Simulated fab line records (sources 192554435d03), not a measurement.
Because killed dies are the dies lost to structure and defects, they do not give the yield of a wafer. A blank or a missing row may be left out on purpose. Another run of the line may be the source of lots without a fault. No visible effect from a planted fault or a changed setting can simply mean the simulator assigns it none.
fab line records -- flow n5-finfet
record: lots: 6, wafers: 18, last-day: 17
route steps=1938 shown WELL_APT@51 PMOS_HMC_CHANNEL_EPI@57 PASSIVATION@1936
lots that met no fault: from a run of the same line without faults
start-h: hours from the record's opening day to when the first of the lot's shown wafers began -- wait-h: hours from the lot's prior step to this one -- " repeats the value in the row above -- L1.1+2: one row covering several wafers at once -- - no value present, or no start provided -- * or withheld: withheld -- < > ~ a bound
route shown NAME@n: a module of which the file shows steps, and the number in the route of the first -- usual: mean/standard deviation taken from wafers without a fault -- same: alike in all rows -- chamber/n: place in a boat -- sites: each site's reading -- _std_site: standard deviation across them -- _edge_site: the outer-site mean with the inner-site mean subtracted -- radius-mm: for every site, how far away it sits from the centre of the wafer -- mask NAME#n: copy n -- behind: tool/chamber where the wafer was last shaped -- hold: why the lot went on hold/how many hours it stayed there/how the hold came to an end -- device: whichever transistor did not switch (one of n, p or np) -- end of line: at the end of the route, the tests of the same wafers -- a step given without rows: its recipe and nothing more -- killed: dies lost to structure and defects at the first sort, not the wafer's yield -- map: a wafer's dies, x killed, . not, _ none there
set.NAME: the setting the step ran with; set.NAME@STEP: the setting that earlier step ran with -- model.NAME: the simulator's own value behind a step, which no gauge read
lots at selected steps of the route; one table per step, one row per wafer
services: from which hour (start-h, from the record's first day; less than 0 if before it) a tool's chamber was out of use, for how many hours, and why
== steps ==
step: N5_WELL_APT_OXIDE_STRIP_42
recipe: chemistry: dHF, dilution: 25:1, time-s: 45, temp-c: 25, target: SiO2, target-depth-a: 120
step: N5_WELL_APT_PRECLEAN_36
recipe: chemistry: O3/DIW, time-s: 45, temp-c: 22, o3-ppm: 10
step: N5_WELL_APT_PRECLEAN_39
recipe: chemistry: dHF, time-s: 60, dilution: 150:1, temp-c: 25
step: N5_WELL_APT_SRD_37
recipe: dry: ipa-marangoni, do-ppb: 5, time-s: 30, temp-c: 23, rinse-liquid: diw
step: N5_WELL_APT_EPI_41
recipe: material: Si, target-thk-a: 500, temp-c: 650, precursor: SiH4/H2, pressure-torr: 20, time-s: 297.7
step: N5_WELL_APT_INSPECT_38
recipe: inspect-instrument: darkfield, mode: post-epi
usual: raw-defect-count: 13/5.2
lot.wafer,tool,chamber,start-h,wait-h,raw-defect-count
L548.1,defect-inspect-02,-,28.68,0.5,22
L548.5,defect-inspect-02,-,28.68,0.5,12
L548.6,defect-inspect-02,-,28.68,0.5,19
L549.3,defect-inspect-02,-,35.52,0.3,15
L549.5,defect-inspect-02,-,35.52,0.3,14
L549.6,defect-inspect-02,-,35.52,0.3,18
L555.1,defect-inspect-02,-,71.07,0.5,14
L555.3,defect-inspect-02,-,71.07,0.5,6
L555.4,defect-inspect-02,-,71.07,0.5,19
L558.2,defect-inspect-01,-,89.58,0.6,18
L558.4,defect-inspect-01,-,89.58,0.6,6
L558.6,defect-inspect-01,-,89.58,0.6,16
L561.2,defect-inspect-02,-,107.05,0.4,12
L561.3,defect-inspect-02,-,107.05,0.4,12
L561.6,defect-inspect-02,-,107.05,0.4,6
L565.1,defect-inspect-01,-,130.95,0.7,11
L565.2,defect-inspect-01,-,130.95,0.7,9
L565.5,defect-inspect-01,-,130.95,0.7,22
step: N5_PMOS_HMC_CHANNEL_EPI_HM_DEP_34
recipe: material: SiO2, target-thk-a: 360, temp-c: 400, precursor: TEOS/O2, pressure-torr: 6.5, rf-w: 900, teos-flow-sccm: 161.4, gas: O2, flow-sccm: 2650, time-s: 6.9
usual: heater-power-w: 577/79, showerhead-plenum-p-Torr: 8.36/0.047, showerhead-vpp-V: 1848/120, throttle-valve-pct: 18.7/1.2
same: time-s: 6.9
lot.wafer,tool,chamber,start-h,wait-h,heater-power-w,showerhead-plenum-p-Torr,showerhead-vpp-V,throttle-valve-pct
L548.1,pecvd-04,0,28.72,0.0,519,8.35,1889,18.4
L548.5,pecvd-04,1,28.72,0.0,681,8.41,1914,20.0
L548.6,pecvd-04,0,28.72,0.0,511,8.35,1893,18.2
L549.3,pecvd-04,0,35.55,0.0,538,8.35,1939,18.2
L549.5,pecvd-04,1,35.55,0.0,718,8.44,1881,19.6
L549.6,pecvd-04,2,35.55,0.0,687,8.34,1912,17.9
L555.1,pecvd-02,0,71.10,0.0,478,8.30,1710,17.7
L555.3,pecvd-02,1,71.10,0.0,385,8.28,1960,18.2
L555.4,pecvd-02,2,71.10,0.0,568,8.32,2025,18.9
L558.2,pecvd-01,0,89.62,0.0,462,8.34,1795,18.5
L558.4,pecvd-01,2,89.62,0.0,575,8.41,1621,17.3
L558.6,pecvd-01,0,89.62,0.0,463,8.35,1782,18.5
L561.2,pecvd-01,1,107.09,0.0,704,8.37,1930,21.2
L561.3,pecvd-01,2,107.09,0.0,612,8.44,1644,17.6
L561.6,pecvd-01,0,107.09,0.0,513,8.35,1809,18.6
L565.1,pecvd-04,2,130.99,0.0,679,8.37,1915,18.1
L565.2,pecvd-04,1,130.99,0.0,693,8.41,1893,19.9
L565.5,pecvd-04,0,130.99,0.0,549,8.34,1877,18.3
step: N5_PMOS_HMC_CHANNEL_EPI_COAT_31
recipe: resist: BARC, temp-c: 205, time-s: 60, spin-rpm: 1500, resist-thk-nm: 66
step: N5_PMOS_HMC_CHANNEL_EPI_COAT_03
recipe: resist: CAR-ArF-block, spin-rpm: 1500, resist-thk-nm: 205
step: N5_PMOS_HMC_CHANNEL_EPI_EBR_05
recipe: solvent: PGMEA, ebr-width-mm: 1.5
step: N5_PMOS_HMC_CHANNEL_EPI_SOFTBAKE_04
recipe: temp-c: 110, time-s: 60, resist: CAR-ArF-block
step: N5_PMOS_HMC_CHANNEL_EPI_EXPOSE_06
recipe: mask-id: PMOS_HMC_BLK, na: 1.35, source-shape: conventional, sigma-outer: 0.8, polarization: unpolarized, target-cd-nm: 240, dose-mj: 41
step: N5_PMOS_HMC_CHANNEL_EPI_PEB_07
recipe: peb-temp-c: 110, peb-time-s: 60, resist: CAR-ArF-block
usual: exhaust-pa: 45.0/1, heater-power-total-W: 175.2/1.7, plate-temp-C: 109.99/0.13
lot.wafer,tool,chamber,start-h,wait-h,exhaust-pa,heater-power-total-W,plate-temp-C
L548.1,litho-track-01,0,29.06,0.1,46.4,174.6,110.01
L548.5,litho-track-01,0,29.06,0.1,46.7,175.8,109.83
L548.6,litho-track-01,0,29.06,0.1,47.0,175.5,110.04
L549.3,litho-track-04,0,35.77,0.0,44.8,173.0,110.15
L549.5,litho-track-04,0,35.77,0.0,43.9,173.9,109.85
L549.6,litho-track-04,0,35.77,0.0,45.1,173.0,110.07
L555.1,litho-track-04,0,71.31,0.1,43.4,165.9,105.03
L555.3,litho-track-04,0,71.31,0.1,44.4,163.2,105.01
L555.4,litho-track-04,0,71.31,0.1,46.6,163.0,105.22
L558.2,litho-track-01,0,89.96,0.0,44.9,176.3,109.85
L558.4,litho-track-01,0,89.96,0.0,45.9,176.3,109.90
L558.6,litho-track-01,0,89.96,0.0,45.7,177.5,110.01
L561.2,litho-track-04,0,107.42,0.0,46.1,163.2,105.16
L561.3,litho-track-04,0,107.42,0.0,44.1,166.5,105.16
L561.6,litho-track-04,0,107.42,0.0,44.4,165.1,105.10
L565.1,litho-track-03,0,131.33,0.1,43.6,174.4,110.05
L565.2,litho-track-03,0,131.33,0.1,42.9,173.9,110.08
L565.5,litho-track-03,0,131.33,0.1,43.0,173.7,110.03
step: N5_PMOS_HMC_CHANNEL_EPI_DEVELOP_08
recipe: develop-time-s: 30, developer: TMAH, resist: CAR-ArF-block, dev-temp-c: 23, rinse-liquid: diw, dry: air-spin
step: N5_PMOS_HMC_CHANNEL_EPI_CD_MEAS_09
recipe: target-cd-nm: 237.4, landing-energy-ev: 500, detector: se-inlens
usual: cd-nm: 237.6/0.96
lot.wafer,tool,chamber,start-h,wait-h,cd-nm
L548.1,cd-sem-01,0,29.12,-,237.1
L548.5,cd-sem-01,0,29.12,-,235.5
L548.6,cd-sem-01,0,29.12,-,237.3
L549.3,cd-sem-01,0,35.84,-,237.6
L549.5,cd-sem-01,0,35.84,-,237.2
L549.6,cd-sem-01,0,35.84,-,237.6
L555.1,cd-sem-03,0,71.38,-,220.6
L555.3,cd-sem-03,0,71.38,-,220.6
L555.4,cd-sem-03,0,71.38,-,220.5
L558.2,cd-sem-03,0,90.02,-,237.4
L558.4,cd-sem-03,0,90.02,-,237.1
L558.6,cd-sem-03,0,90.02,-,237.3
L561.2,cd-sem-03,0,107.49,-,219.4
L561.3,cd-sem-03,0,107.49,-,220.7
L561.6,cd-sem-03,0,107.49,-,220.8
L565.1,cd-sem-03,0,131.40,-,238.2
L565.2,cd-sem-03,0,131.40,-,238.9
L565.5,cd-sem-03,0,131.40,-,238.4
step: N5_PMOS_HMC_CHANNEL_EPI_OVL_MEAS_10
recipe: points-per-wafer: 44
usual: PMOS_HMC_BLK_OVL: -0.3/1
lot.wafer,tool,chamber,start-h,wait-h,PMOS_HMC_BLK_OVL[nm]
L548.1,overlay-01,0,29.15,0.0,-0.5
L548.5,overlay-01,0,29.15,0.0,-0.8
L548.6,overlay-01,0,29.15,0.0,-0.6
L549.3,overlay-02,0,35.86,0.0,-0.2
L549.5,overlay-02,0,35.86,0.0,0.0
L549.6,overlay-02,0,35.86,0.0,0.5
L555.1,overlay-01,0,71.41,0.0,-0.7
L555.3,overlay-01,0,71.41,0.0,-0.9
L555.4,overlay-01,0,71.41,0.0,0.0
L558.2,overlay-01,0,90.05,0.0,1.0
L558.4,overlay-01,0,90.05,0.0,1.2
L558.6,overlay-01,0,90.05,0.0,0.4
L561.2,overlay-02,0,107.52,0.0,-1.0
L561.3,overlay-02,0,107.52,0.0,-0.1
L561.6,overlay-02,0,107.52,0.0,-0.7
L565.1,overlay-01,0,131.43,0.0,2.0
L565.2,overlay-01,0,131.43,0.0,0.6
L565.5,overlay-01,0,131.43,0.0,1.6
step: N5_PMOS_HMC_CHANNEL_EPI_INSPECT_11
recipe: mode: adi, inspect-instrument: macro
usual: raw-defect-count: 2.2/1.4
lot.wafer,tool,chamber,start-h,wait-h,raw-defect-count
L548.1,defect-inspect-01,-,29.18,0.0,3
L548.5,defect-inspect-01,-,29.18,0.0,1
L548.6,defect-inspect-01,-,29.18,0.0,2
L549.3,defect-inspect-02,-,35.89,0.0,3
L549.5,defect-inspect-02,-,35.89,0.0,4
L549.6,defect-inspect-02,-,35.89,0.0,0
L555.1,defect-inspect-01,-,71.44,0.0,2
L555.3,defect-inspect-01,-,71.44,0.0,4
L555.4,defect-inspect-01,-,71.44,0.0,2
L558.2,defect-inspect-02,-,90.08,0.0,5
L558.4,defect-inspect-02,-,90.08,0.0,3
L558.6,defect-inspect-02,-,90.08,0.0,2
L561.2,defect-inspect-01,-,107.55,0.0,1
L561.3,defect-inspect-01,-,107.55,0.0,2
L561.6,defect-inspect-01,-,107.55,0.0,2
L565.1,defect-inspect-02,-,131.45,0.0,2
L565.2,defect-inspect-02,-,131.45,0.0,3
L565.5,defect-inspect-02,-,131.45,0.0,3
step: N5_PMOS_HMC_CHANNEL_EPI_DESCUM_14
recipe: chemistry: O2, time-s: 7.9, source-power-w: 50, bias-power-w: 20, pressure-mtorr: 20, rf-frequency-hz: 2.712e+07, temp-c: 40, resist: CAR-ArF-block, o2-flow-sccm: 225
usual: drypump-motor-current-A: 5.7/0.58, o2-flow-sccm: 225.0/0.66, oes-product-au: 0.80/0.099, rf-vpp-V: 243.1/1.3, showerhead-plenum-p-Torr: 2.09/0.057, throttle-valve-pct: 20.4/0.34
same: time-s: 7.9
lot.wafer,tool,chamber,start-h,wait-h,drypump-motor-current-A,o2-flow-sccm,oes-product-au,rf-hours-counter-h,rf-vpp-V,showerhead-plenum-p-Torr,throttle-valve-pct,model.PMOS_HMC_CHANNEL_EPI.cd-nm
L548.1,rie-diel-01,1,29.21,0.0,5.2,224.7,0.75,156,242.7,2.08,20.7,237
L548.5,rie-diel-01,2,29.21,0.0,6.1,224.6,0.68,-,243.0,2.04,20.1,235.5
L548.6,rie-diel-01,1,29.21,0.0,5.2,224.4,0.75,-,243.9,2.08,20.7,237.3
L549.3,rie-diel-03,0,37.26,1.4,5.0,224.8,0.93,23,243.1,2.14,19.9,237.9
L549.5,rie-diel-03,1,37.26,1.4,5.3,224.9,0.79,-,243.2,2.08,20.1,237.1
L549.6,rie-diel-03,3,37.26,1.4,6.2,224.5,0.76,-,244.6,2.19,20.4,237.7
L555.1,rie-diel-01,1,71.47,0.0,5.2,225.8,0.74,171,242.9,2.08,20.7,220.3
L555.3,rie-diel-01,3,71.47,0.0,6.4,224.8,0.95,19,243.5,2.05,20.2,220.9
L555.4,rie-diel-01,0,71.47,0.0,4.8,225.3,0.98,8,243.9,2.13,20.1,220.2
L558.2,rie-diel-01,0,90.11,0.0,4.7,225.7,0.95,14,243.4,2.12,20.1,237
L558.4,rie-diel-01,2,90.11,0.0,6.1,224.7,0.67,244,241.5,2.03,20.2,237.1
L558.6,rie-diel-01,3,90.11,0.0,6.4,225.0,0.92,-,243.8,2.05,20.2,237.5
L561.2,rie-diel-03,1,107.90,0.4,5.3,224.1,0.77,152,242.0,2.07,20.1,219.9
L561.3,rie-diel-03,2,107.90,0.4,5.5,225.8,0.71,201,243.1,2.01,20.8,220.4
L561.6,rie-diel-03,1,107.90,0.4,5.3,224.4,0.77,-,243.8,2.07,20.1,220.7
L565.1,rie-diel-03,3,131.74,0.3,6.2,223.6,0.73,186,245.1,2.18,20.4,238.5
L565.2,rie-diel-03,1,131.74,0.3,5.3,224.5,0.76,158,243.0,2.07,20.1,239.1
L565.5,rie-diel-03,1,131.74,0.3,5.3,225.2,0.76,-,244.3,2.07,20.1,238.6
step: N5_PMOS_HMC_CHANNEL_EPI_ETCH_32
recipe: chemistry: N2/H2, target: BARC, stop-on: SiO2, target-depth-a: 858, over-etch-frac: 0.3, time-s: 50.3, ion-energy-ev: 200, mask-material: CAR-ArF-block, pressure-mtorr: 30, source-w: 840, bias-w: 150, n2-flow-sccm: 200, h2-flow-sccm: 200
usual: drypump-motor-current-A: 5.7/0.58, oes-product-au: 0.69/0.078, rf-vpp-V: 523.9/2.2, showerhead-plenum-p-Torr: 2.54/0.069, throttle-valve-pct: 17.8/0.31
same: time-s: 50.3
lot.wafer,tool,chamber,start-h,wait-h,drypump-motor-current-A,oes-product-au,rf-hours-counter-h,rf-vpp-V,showerhead-plenum-p-Torr,throttle-valve-pct
L548.1,rie-diel-01,1,29.25,0.0,5.2,0.65,156,524.8,2.54,18.1
L548.5,rie-diel-01,2,29.25,0.0,6.2,0.59,-,523.6,2.53,17.9
L548.6,rie-diel-01,1,29.25,0.0,5.2,0.64,-,523.7,2.54,18.1
L549.3,rie-diel-03,0,37.29,0.0,5.0,0.79,23,525.4,2.59,17.3
L549.5,rie-diel-03,1,37.29,0.0,5.3,0.67,-,522.6,2.56,17.7
L549.6,rie-diel-03,3,37.29,0.0,6.3,0.65,-,525.1,2.64,17.7
L555.1,rie-diel-01,1,71.51,0.0,5.2,0.63,171,524.1,2.53,18.2
L555.3,rie-diel-01,3,71.51,0.0,6.4,0.80,19,522.0,2.50,17.7
L555.4,rie-diel-01,0,71.51,0.0,4.7,0.83,8,526.6,2.59,17.5
L558.2,rie-diel-01,0,90.15,0.0,4.7,0.80,14,524.8,2.59,17.5
L558.4,rie-diel-01,2,90.15,0.0,6.1,0.58,244,522.7,2.52,18.0
L558.6,rie-diel-01,3,90.15,0.0,6.4,0.80,-,522.9,2.50,17.7
L561.2,rie-diel-03,1,107.94,0.0,5.3,0.65,152,524.8,2.54,17.7
L561.3,rie-diel-03,2,107.94,0.0,5.5,0.61,201,520.1,2.41,18.0
L561.6,rie-diel-03,1,107.94,0.0,5.3,0.65,-,523.7,2.54,17.7
L565.1,rie-diel-03,3,131.77,0.0,6.2,0.62,186,525.7,2.63,17.7
L565.2,rie-diel-03,1,131.77,0.0,5.3,0.65,158,525.0,2.54,17.7
L565.5,rie-diel-03,1,131.77,0.0,5.3,0.65,-,522.5,2.54,17.7
step: N5_PMOS_HMC_CHANNEL_EPI_HM_OPEN_15
recipe: chemistry: CHF3/O2, target: SiO2, mask-material: CAR-ArF-block, target-depth-a: 406, CHF3_flow_sccm: 50, O2_flow_sccm: 5, Ar_flow_sccm: 200, time-s: 20.3, pressure-mtorr: 30, source-w: 650, bias-w: 170, ion-energy-ev: 200
usual: O2_flow_sccm: 4.999/0.014, drypump-motor-current-A: 5.7/0.58, oes-product-au: 0.80/0.098, rf-vpp-V: 531/9.4, showerhead-plenum-p-Torr: 2.41/0.066, throttle-valve-pct: 18.87/0.29
same: time-s: 20.3
lot.wafer,tool,chamber,start-h,wait-h,O2_flow_sccm,drypump-motor-current-A,oes-product-au,rf-hours-counter-h,rf-vpp-V,showerhead-plenum-p-Torr,throttle-valve-pct
L548.1,rie-diel-01,1,29.29,0.0,5.006,5.2,0.76,156,512,2.39,19.07
L548.5,rie-diel-01,2,29.29,0.0,5.002,6.1,0.69,-,523,2.37,18.77
L548.6,rie-diel-01,1,29.29,0.0,5.019,5.2,0.75,-,511,2.39,19.08
L549.3,rie-diel-03,0,37.33,0.0,4.999,5.0,0.93,23,529,2.45,18.34
L549.5,rie-diel-03,1,37.33,0.0,5.005,5.3,0.80,-,534,2.44,18.78
L549.6,rie-diel-03,3,37.33,0.0,5.015,6.3,0.75,-,540,2.52,18.88
L555.1,rie-diel-01,1,71.55,0.0,5.004,5.2,0.74,171,512,2.38,19.11
L555.3,rie-diel-01,3,71.55,0.0,4.996,6.4,0.96,19,530,2.38,18.74
L555.4,rie-diel-01,0,71.55,0.0,4.993,4.7,0.98,8,515,2.46,18.65
L558.2,rie-diel-01,0,90.19,0.0,5.001,4.8,0.96,14,516,2.46,18.64
L558.4,rie-diel-01,2,90.19,0.0,5.012,6.1,0.68,244,522,2.36,18.79
L558.6,rie-diel-01,3,90.19,0.0,4.985,6.4,0.92,-,530,2.38,18.76
L561.2,rie-diel-03,1,107.98,0.0,4.997,5.3,0.77,152,533,2.43,18.82
L561.3,rie-diel-03,2,107.98,0.0,4.975,5.5,0.71,201,535,2.30,19.08
L561.6,rie-diel-03,1,107.98,0.0,5.000,5.3,0.77,-,533,2.43,18.84
L565.1,rie-diel-03,3,131.81,0.0,5.013,6.3,0.72,186,540,2.51,18.92
L565.2,rie-diel-03,1,131.81,0.0,4.978,5.3,0.76,158,534,2.43,18.83
L565.5,rie-diel-03,1,131.81,0.0,5.005,5.3,0.77,-,534,2.43,18.83
step: N5_PMOS_HMC_CHANNEL_EPI_STRIP_33
recipe: chemistry: N2/H2, power-w: 500, temp-c: 40, pressure-mtorr: 50, rf-frequency-hz: 6e+07, overash-fraction: 0.3, bias-power-w: 8, h2-frac: 0.5, n2-flow-sccm: 300, h2-flow-sccm: 300
usual: drypump-motor-current-A: 5.7/0.58, oes-product-au: 0.80/0.099, rf-vpp-V: 54.3/1.6, showerhead-plenum-p-Torr: 3.36/0.088, throttle-valve-pct: 18.8/0.34
lot.wafer,tool,chamber,start-h,wait-h,drypump-motor-current-A,oes-product-au,rf-hours-counter-h,rf-vpp-V,showerhead-plenum-p-Torr,throttle-valve-pct
L548.1,rie-diel-01,1,29.34,0.0,5.2,0.74,156,52.0,3.35,19.1
L548.5,rie-diel-01,2,29.34,0.0,6.1,0.68,-,53.0,3.34,18.9
L548.6,rie-diel-01,1,29.34,0.0,5.2,0.75,-,54.1,3.35,19.1
L549.3,rie-diel-03,0,37.39,0.0,5.1,0.93,23,55.8,3.43,18.4
L549.5,rie-diel-03,1,37.39,0.0,5.3,0.79,-,55.1,3.37,18.7
L549.6,rie-diel-03,3,37.39,0.0,6.2,0.76,-,55.9,3.48,18.5
L555.1,rie-diel-01,1,71.60,0.0,5.2,0.74,171,56.7,3.34,19.1
L555.3,rie-diel-01,3,71.60,0.0,6.4,0.96,19,55.6,3.30,18.7
L555.4,rie-diel-01,0,71.60,0.0,4.8,0.98,8,53.1,3.42,18.4
L558.2,rie-diel-01,0,90.24,0.0,4.8,0.96,14,52.4,3.42,18.5
L558.4,rie-diel-01,2,90.24,0.0,6.2,0.67,244,55.7,3.33,18.9
L558.6,rie-diel-01,3,90.24,0.0,6.4,0.93,-,53.9,3.30,18.7
L561.2,rie-diel-03,1,108.03,0.0,5.3,0.76,152,55.4,3.36,18.7
L561.3,rie-diel-03,2,108.03,0.0,5.5,0.72,201,54.4,3.19,18.9
L561.6,rie-diel-03,1,108.03,0.0,5.3,0.78,-,51.7,3.36,18.7
L565.1,rie-diel-03,0,131.87,0.0,5.0,0.87,51,54.3,3.41,18.4
L565.2,rie-diel-03,1,131.87,0.0,5.3,0.76,158,55.3,3.36,18.7
L565.5,rie-diel-03,0,131.87,0.0,5.1,0.87,-,53.7,3.41,18.4
step: N5_PMOS_HMC_CHANNEL_EPI_STRIP_17
recipe: chemistry: SPM, time-s: 750, temp-c: 130, h2so4-h2o2-vol-ratio: 4, dry: ipa-marangoni
step: N5_PMOS_HMC_CHANNEL_EPI_ETCH_38
recipe: chemistry: CF4, target: SiO2, target-depth-a: 15, ion-energy-ev: 350, pressure-mtorr: 10, icp-w: 800, bias-w: 400, cf4-flow-sccm: 80
usual: drypump-motor-current-A: 5.7/0.56, oes-product-au: 1.004/0.019, throttle-valve-pct: 21.83/0.22
lot.wafer,tool,chamber,start-h,wait-h,drypump-motor-current-A,oes-product-au,rf-hours-counter-h,throttle-valve-pct
L548.1,rie-si-03,0,29.65,0.0,6.4,1.027,182,21.76
L548.5,rie-si-03,0,29.65,0.0,6.4,1.025,-,21.75
L548.6,rie-si-03,3,29.65,0.0,6.1,1.015,-,21.88
L549.3,rie-si-03,0,37.70,0.0,6.4,1.018,182,21.76
L549.5,rie-si-03,0,37.70,0.0,6.4,1.022,-,21.77
L549.6,rie-si-03,1,37.70,0.0,5.3,0.994,-,22.06
L555.1,rie-si-06,1,71.91,0.0,5.0,1.032,13,21.49
L555.3,rie-si-06,3,71.91,0.0,6.4,0.975,161,21.87
L555.4,rie-si-06,3,71.91,0.0,6.4,0.965,-,21.88
L558.2,rie-si-03,2,90.55,0.0,5.3,0.999,10,22.04
L558.4,rie-si-03,0,90.55,0.0,6.4,1.029,183,21.76
L558.6,rie-si-03,3,90.55,0.0,6.1,1.014,-,21.88
L561.2,rie-si-06,1,108.42,0.0,5.0,1.013,13,21.47
L561.3,rie-si-06,3,108.42,0.0,6.4,0.967,161,21.87
L561.6,rie-si-06,1,108.42,0.0,5.0,1.015,-,21.49
L565.1,rie-si-03,0,132.17,0.0,6.4,1.018,184,21.76
L565.2,rie-si-03,3,132.17,0.0,6.0,1.008,22,21.88
L565.5,rie-si-03,0,132.17,0.0,6.4,1.021,-,21.76
step: N5_PMOS_HMC_CHANNEL_EPI_FIN_RECESS_16
recipe: chemistry: HBr/Cl2, target: Si, mask-material: SiO2, target-depth-a: 540, time-s: 18, pressure-mtorr: 10, icp-w: 800, bias-w: 75, HBr_flow_sccm: 150, Cl2_flow_sccm: 80
usual: drypump-motor-current-A: 5.7/0.56, oes-product-au: 1.005/0.015, throttle-valve-pct: 35.49/0.24
same: time-s: 18
lot.wafer,tool,chamber,start-h,wait-h,drypump-motor-current-A,oes-product-au,rf-hours-counter-h,throttle-valve-pct,model.PMOS_HMC_CHANNEL_EPI.cd-nm
L548.1,rie-si-03,0,29.67,0.0,6.4,1.027,182,35.56,239.4
L548.5,rie-si-03,0,29.67,0.0,6.4,1.022,-,35.55,237.4
L548.6,rie-si-03,3,29.67,0.0,6.0,1.013,-,35.31,239.7
L549.3,rie-si-03,0,37.72,0.0,6.4,1.020,182,35.54,240.9
L549.5,rie-si-03,0,37.72,0.0,6.4,1.013,-,35.56,239.9
L549.6,rie-si-03,1,37.72,0.0,5.3,0.998,-,35.67,240.9
L555.1,rie-si-06,1,71.93,0.0,5.0,1.017,13,35.56,222.4
L555.3,rie-si-06,3,71.93,0.0,6.4,0.972,161,35.28,222.3
L555.4,rie-si-06,3,71.93,0.0,6.3,0.981,-,35.28,223.1
L558.2,rie-si-03,2,90.57,0.0,5.3,1.013,10,35.85,240.3
L558.4,rie-si-03,0,90.57,0.0,6.4,1.021,183,35.55,239.6
L558.6,rie-si-03,3,90.57,0.0,6.0,1.016,-,35.31,239.2
L561.2,rie-si-06,1,108.44,0.0,5.0,1.021,13,35.58,223.3
L561.3,rie-si-06,3,108.44,0.0,6.4,0.976,161,35.27,221.3
L561.6,rie-si-06,1,108.44,0.0,5.1,1.024,-,35.58,223.6
L565.1,rie-si-03,0,132.19,0.0,6.4,1.009,184,35.54,241.1
L565.2,rie-si-03,3,132.19,0.0,6.1,1.011,22,35.31,241.8
L565.5,rie-si-03,0,132.19,0.0,6.4,1.024,-,35.56,241.3
step: N5_PMOS_HMC_CHANNEL_EPI_PRECLEAN_36
recipe: chemistry: O3/DIW, time-s: 45, temp-c: 22, o3-ppm: 10
step: N5_PASSIVATION_PROBE_49
usual: killed_at_M0_to_M3: 36/10, killed_at_M4_up: 13/5.5, killed-at-contacts: 12/5.6, killed-at-front-end: 42/12, killed-at-other: 4/3.2, killed-dies: 108/18, killed-open: 71/13, killed-short: 34/7.8
same: gross-dies: 1180, killed-at-back-side: 0
lot.wafer,tool,chamber,start-h,wait-h,killed_at_M0_to_M3,killed_at_M4_up,killed-at-contacts,killed-at-front-end,killed-at-other,killed-dies,killed-open,killed-short
L555.1,prober-01,-,339.66,0.0,55,5,12,31,2,105,63,40
L561.3,prober-01,-,385.80,0.1,37,14,6,42,2,101,69,29
L561.6,prober-01,-,385.95,0.3,38,12,9,44,2,105,66,35
killed by level:class
L555.1 BEOL_M3:geometric-particle:open=13 BEOL_M2:geometric-particle:open=11 FIN_SAQP:geometric-particle:short=10 MOL_CONTACT_COAG:geometric-particle:open=8 BEOL_M0_SAQP:geometric-particle:open=8 BEOL_M0_SAQP:geometric-particle:short=7 BEOL_M1:geometric-particle:open=5 STI_FIN_REVEAL:geometric-particle:open=4
L561.3 FIN_SAQP:geometric-particle:open=17 BEOL_M2:geometric-particle:open=9 BEOL_M3:geometric-particle:open=7 GATE_CUT:geometric-particle:short=7 BEOL_M0_SAQP:geometric-particle:open=7 MOL_CONTACT_COAG:geometric-particle:open=6 BEOL_M1:geometric-particle:open=6 FIN_SAQP:geometric-particle:short=3
L561.6 BEOL_M2:geometric-particle:open=14 SPACER0:geometric-particle:short=7 GATE_CUT:geometric-particle:open=7 DUMMY_GATE:geometric-particle:open=6 MOL_CONTACT_COAG:geometric-particle:open=6 BEOL_M0_SAQP:geometric-particle:open=5 BEOL_M0_SAQP:geometric-particle:short=5 FIN_SAQP:geometric-particle:short=4
== services ==
tool,chamber,start-h,hours,kind
rie-diel-03,3,9.53,2.5,repair
rie-diel-01,0,20.36,-,clean
rie-diel-01,0,20.36,-,consumable-replace:focus-ring
rie-diel-01,0,20.36,22.2,scheduled-down
rie-diel-01,0,20.36,22.2,vent-cycle
pecvd-01,-,25.07,28.1,pm
rie-si-06,2,30.13,1.4,repair
rie-diel-03,2,31.89,9.4,repair
rie-si-06,0,34.46,-,clean
rie-si-06,0,34.46,18.9,scheduled-down
rie-si-06,0,34.46,18.9,vent-cycle
pecvd-02,2,54.18,2.1,scheduled-down
rie-diel-01,-,61.20,4.3,pm
rie-diel-03,-,63.79,0.7,repair
rie-si-06,2,69.23,8.5,repair
rie-diel-03,0,86.86,11.8,repair
litho-track-01,-,93.88,-,consumable-replace:filter
rie-diel-03,3,95.85,18.6,repair
pecvd-01,2,103.91,1.8,repair
pecvd-01,0,104.24,2.1,scheduled-down
rie-si-03,2,105.54,6.1,repair
rie-diel-01,2,107.64,-,clean
rie-diel-01,2,107.64,-,consumable-replace:focus-ring
pecvd-01,1,108.98,5.5,scheduled-down
== key ==
first-sign: step: N5_PMOS_HMC_CHANNEL_EPI_PEB_07, reading: plate-temp-C, direction: down, sigmas: 37, usual: *, struck: *
effect: step: N5_PMOS_HMC_CHANNEL_EPI_PEB_07, reading: heater-power-total-W, direction: down, sigmas: 6.5, usual: *, struck: *
effect: step: N5_PMOS_HMC_CHANNEL_EPI_CD_MEAS_09, reading: cd-nm, direction: down, sigmas: 18, usual: 237.6, struck: 220.4
model-effect: step: N5_PMOS_HMC_CHANNEL_EPI_DESCUM_14, value: PMOS_HMC_CHANNEL_EPI.cd-nm, without: 237.1, struck: 220.4
model-effect: step: N5_PMOS_HMC_CHANNEL_EPI_FIN_RECESS_16, value: PMOS_HMC_CHANNEL_EPI.cd-nm, without: 239.4, struck: 222.7
met-at N5_PMOS_HMC_CHANNEL_EPI_PEB_07
struck-wafers L555.1,L555.3,L555.4,L561.2,L561.3,L561.6
tester-left-out L555,L561
onset-between 35.77 71.31
fault: kind: process-parameter-drift, tool: litho-track-04, chamber: -, onset-h: 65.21, steps: N5_PMOS_HMC_CHANNEL_EPI_PEB_07, channel: peb-temp-c, offset: *, shape: step, end-h: 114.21, acts-in: *, stated: *
tester-left-out: of these lots the tester's yield and bins aren't shown, on N5 and GAA mostly nor the transistor test; their killed dies are dies lost to structure and defects alone, not to doping, threshold or leakage, so they don't give the yield
